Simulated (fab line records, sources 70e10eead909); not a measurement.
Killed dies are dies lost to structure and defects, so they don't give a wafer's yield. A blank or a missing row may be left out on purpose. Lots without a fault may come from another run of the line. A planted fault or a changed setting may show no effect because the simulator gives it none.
Which tool did it? | flow nand_harc | 13 lots, 39 wafers sampled, at 7 steps of a route of 1302

WHAT THE GAUGES READ, wafer by wafer
NHARC_P_M0_CD_MEAS_09: target cd 90 nm.
lot  | measured     | on        | cd_nm (nm)
L896 | day 6 10:40  | cd_sem-01 | 90.5 91.5 90.6
L897 | day 6 18:41  | cd_sem-03 | 90.3 90.0 90.7
L898 | day 7 04:46  | cd_sem-03 | 90.4 89.2 89.5
L900 | day 8 03:13  | cd_sem-03 | 91.5 90.1 90.8
L901 | day 8 17:20  | cd_sem-01 | 90.6 90.5 89.7
L902 | day 9 01:01  | cd_sem-02 | 90.1 90.1 90.1
L909 | day 12 06:32 | cd_sem-03 | 82.9 83.3 82.2
L908 | day 12 07:46 | cd_sem-01 | 85.0 84.5 84.3
L912 | day 13 02:45 | cd_sem-01 | 90.3 91.5 90.6
L913 | day 13 17:38 | cd_sem-03 | 91.5 90.5 89.7
L915 | day 14 15:42 | cd_sem-03 | 89.7 90.1 89.7
L916 | day 14 17:50 | cd_sem-01 | 89.5 90.3 89.9
L918 | day 15 19:31 | cd_sem-01 | 89.4 90.5 89.9

NHARC_P_M0_CD_MEAS_16.
lot  | measured     | on        | cd_nm (nm)
L896 | day 6 11:09  | cd_sem-02 | 90.1 92.3 91.4
L897 | day 6 19:10  | cd_sem-02 | 89.2 90.2 90.7
L898 | day 7 05:18  | cd_sem-01 | 89.8 89.2 91.0
L900 | day 8 03:43  | cd_sem-01 | 90.5 90.4 91.4
L901 | day 8 17:51  | cd_sem-02 | 90.0 91.4 90.5
L902 | day 9 01:31  | cd_sem-02 | 90.2 88.6 90.4
L909 | day 12 07:47 | cd_sem-02 | 81.9 82.6 81.2
L908 | day 12 08:19 | cd_sem-02 | 85.1 83.9 84.0
L912 | day 13 03:17 | cd_sem-02 | 90.6 91.2 91.5
L913 | day 13 18:07 | cd_sem-01 | 90.4 89.7 88.7
L915 | day 14 16:13 | cd_sem-03 | 89.0 90.1 89.0
L916 | day 14 18:19 | cd_sem-01 | 88.6 90.0 90.3
L918 | day 15 20:00 | cd_sem-01 | 88.1 89.9 89.3

NHARC_END_SORT_01.
lot  | measured     | on        | defect_limited_yield (%) | killed_at_array | killed_at_other | killed_at_periphery | killed_dies | killed_open | killed_short
L909 | day 30 19:57 | prober-01 | 87 87 89                 | 77 77 67        | 0 0 1           | 10 8 6              | 87 85 74    | 4 3 5       | 2 2 1
L908 | day 30 17:21 | prober-02 | 93 92 93                 | 40 43 43        | 2 0 0           | 6 10 5              | 48 53 48    | 3 2 5       | 4 1 3
L912 | day 31 23:28 | prober-02 | 93 92 90                 | 43 53 58        | 1 0 0           | 5 4 7               | 49 57 65    | 4 4 6       | 2 4 4
L913 | day 32 01:07 | prober-01 | 95 95 93                 | 25 30 37        | 2 0 2           | 7 5 8               | 34 35 47    | 4 3 6       | 3 3 4
L916 | day 32 22:01 | prober-02 | 95 93 95                 | 29 42 29        | 0 1 0           | 4 2 2               | 33 45 31    | 6 5 3       | 5 2 1

WHICH TOOL RAN EACH LOT (tool, then ch and the chambers of the sampled wafers, then the start)
lot  | NHARC_P_GATE_DEGAS_109       | NHARC_P_GATE_RTA_80              | NHARC_P_CONTACT_DEGAS_38     | NHARC_P_M0_PEB_07
L896 | pvd_sputter-02, day 6 03:52  | rtp_anneal-02 ch 0, day 6 04:11  | pvd_sputter-01, day 6 08:13  | litho_track-04 ch 0, day 6 10:35
L897 | pvd_sputter-01, day 6 12:01  | rtp_anneal-01 ch 0, day 6 12:19  | pvd_sputter-03, day 6 16:23  | litho_track-01 ch 0, day 6 18:37
L898 | pvd_sputter-03, day 6 22:02  | rtp_anneal-02 ch 0, day 6 22:20  | pvd_sputter-03, day 7 02:23  | litho_track-01 ch 0, day 7 04:41
L900 | pvd_sputter-03, day 7 20:26  | rtp_anneal-01 ch 0, day 7 20:45  | pvd_sputter-01, day 8 00:57  | litho_track-01 ch 0, day 8 03:08
L901 | pvd_sputter-01, day 8 10:35  | rtp_anneal-02 ch 0, day 8 10:58  | pvd_sputter-01, day 8 15:04  | litho_track-01 ch 0, day 8 17:16
L902 | pvd_sputter-02, day 8 18:07  | rtp_anneal-01 ch 0, day 8 18:24  | pvd_sputter-01, day 8 22:38  | litho_track-04 ch 0, day 9 00:56
L909 | pvd_sputter-02, day 11 23:56 | rtp_anneal-02 ch 0, day 12 00:14 | pvd_sputter-02, day 12 04:16 | litho_track-01 ch 0, day 12 06:27
L908 | pvd_sputter-01, day 12 01:16 | rtp_anneal-01 ch 0, day 12 01:37 | pvd_sputter-03, day 12 05:27 | litho_track-01 ch 0, day 12 07:41
L912 | pvd_sputter-01, day 12 19:59 | rtp_anneal-01 ch 0, day 12 20:16 | pvd_sputter-03, day 13 00:21 | litho_track-04 ch 0, day 13 02:40
L913 | pvd_sputter-03, day 13 10:52 | rtp_anneal-02 ch 0, day 13 11:13 | pvd_sputter-02, day 13 15:14 | litho_track-04 ch 0, day 13 17:33
L915 | pvd_sputter-03, day 14 08:59 | rtp_anneal-02 ch 0, day 14 09:21 | pvd_sputter-02, day 14 13:18 | litho_track-06 ch 0, day 14 15:37
L916 | pvd_sputter-03, day 14 11:19 | rtp_anneal-01 ch 0, day 14 11:40 | pvd_sputter-03, day 14 15:32 | litho_track-01 ch 0, day 14 17:45
L918 | pvd_sputter-02, day 15 12:47 | rtp_anneal-01 ch 0, day 15 13:09 | pvd_sputter-01, day 15 17:08 | litho_track-04 ch 0, day 15 19:26
- NHARC_P_GATE_DEGAS_109: time 60 s.
- NHARC_P_GATE_RTA_80: time 30 s.
- NHARC_P_CONTACT_DEGAS_38: time 60 s.
- NHARC_P_M0_PEB_07: peb time 65 s.

WHAT THE TOOLS THEMSELVES READ (means of the sampled wafers that have a number; where no wafer has one, the mark that the record gives instead)
NHARC_P_GATE_DEGAS_109.
lot  | tool           | heater_power_w (W)
L896 | pvd_sputter-02 | 463
L897 | pvd_sputter-01 | 433
L898 | pvd_sputter-03 | 434
L900 | pvd_sputter-03 | 454
L901 | pvd_sputter-01 | 450
L902 | pvd_sputter-02 | 473
L909 | pvd_sputter-02 | 476
L908 | pvd_sputter-01 | 443
L912 | pvd_sputter-01 | 449
L913 | pvd_sputter-03 | 432
L915 | pvd_sputter-03 | 436
L916 | pvd_sputter-03 | 437
L918 | pvd_sputter-02 | 483

NHARC_P_GATE_RTA_80.
lot  | tool          | wafer_temp_C_max
L896 | rtp_anneal-02 | 301.2
L897 | rtp_anneal-01 | 300.8
L898 | rtp_anneal-02 | 301.3
L900 | rtp_anneal-01 | 300.9
L901 | rtp_anneal-02 | 301.6
L902 | rtp_anneal-01 | 300.8
L909 | rtp_anneal-02 | 301.7
L908 | rtp_anneal-01 | 300.9
L912 | rtp_anneal-01 | 301.0
L913 | rtp_anneal-02 | 301.5
L915 | rtp_anneal-02 | 301.9
L916 | rtp_anneal-01 | 301.0
L918 | rtp_anneal-01 | 300.6

NHARC_P_CONTACT_DEGAS_38.
lot  | tool           | heater_power_w (W)
L896 | pvd_sputter-01 | 448
L897 | pvd_sputter-03 | 435
L898 | pvd_sputter-03 | 443
L900 | pvd_sputter-01 | 459
L901 | pvd_sputter-01 | 425
L902 | pvd_sputter-01 | 446
L909 | pvd_sputter-02 | 479
L908 | pvd_sputter-03 | 438
L912 | pvd_sputter-03 | 431
L913 | pvd_sputter-02 | 459
L915 | pvd_sputter-02 | 464
L916 | pvd_sputter-03 | 444
L918 | pvd_sputter-01 | 432

NHARC_P_M0_PEB_07.
lot  | tool           | heater_power_total_W (W) | plate_temp_C (C)
L896 | litho_track-04 | 156.3                    | 100.05
L897 | litho_track-01 | 157.1                    | 99.95
L898 | litho_track-01 | 156.5                    | 99.83
L900 | litho_track-01 | 156.6                    | 99.93
L901 | litho_track-01 | 156.6                    | 99.92
L902 | litho_track-04 | 156.8                    | 99.96
L909 | litho_track-01 | 152.4                    | 98.11
L908 | litho_track-01 | 153.1                    | 98.19
L912 | litho_track-04 | 156.3                    | 99.92
L913 | litho_track-04 | 156.5                    | 100.19
L915 | litho_track-06 | 156.0                    | 100.12
L916 | litho_track-01 | 156.7                    | 99.90
L918 | litho_track-04 | 156.6                    | 100.09

THE ANSWER, worked out from the rows above alone
Rule: what is usual is taken from the lots themselves. Put in order of their means at a reading, lots are off if they are a third of the lots or fewer, leave a main group of 4 or more, and stand apart from it by a gap of 3 or more times the standard deviation of the main group's means; of several such gaps the widest counts. A main group whose means are all the same, to the digits that the tables above print for the reading, isn't used. A lot without any number at a reading at which 4 lots or more have one is off too. The other lots that the step has rows for count as sound. The gauges are gone through in route order, then the tools' own readings, and for those a lot's mean is taken as printed above. The first step at which some lot is off is used, and at that step the reading that is off furthest; a lot without a number counts as furthest.
Off: L909, L908, at NHARC_P_M0_CD_MEAS_09 (cd_nm). The main group: mean 90.3 nm, standard deviation 0.4.
A tool fits if, at a process step before that reading, it ran every lot that is off, and no sound lot after the first of them. The gauges at NHARC_P_M0_CD_MEAS_09 aren't tried: what is off there is off at NHARC_P_M0_CD_MEAS_16 too, on other tools, and a gauge's error can't cause that. None of those tried fits.

WHAT THE SIMULATOR HAD PUT IN
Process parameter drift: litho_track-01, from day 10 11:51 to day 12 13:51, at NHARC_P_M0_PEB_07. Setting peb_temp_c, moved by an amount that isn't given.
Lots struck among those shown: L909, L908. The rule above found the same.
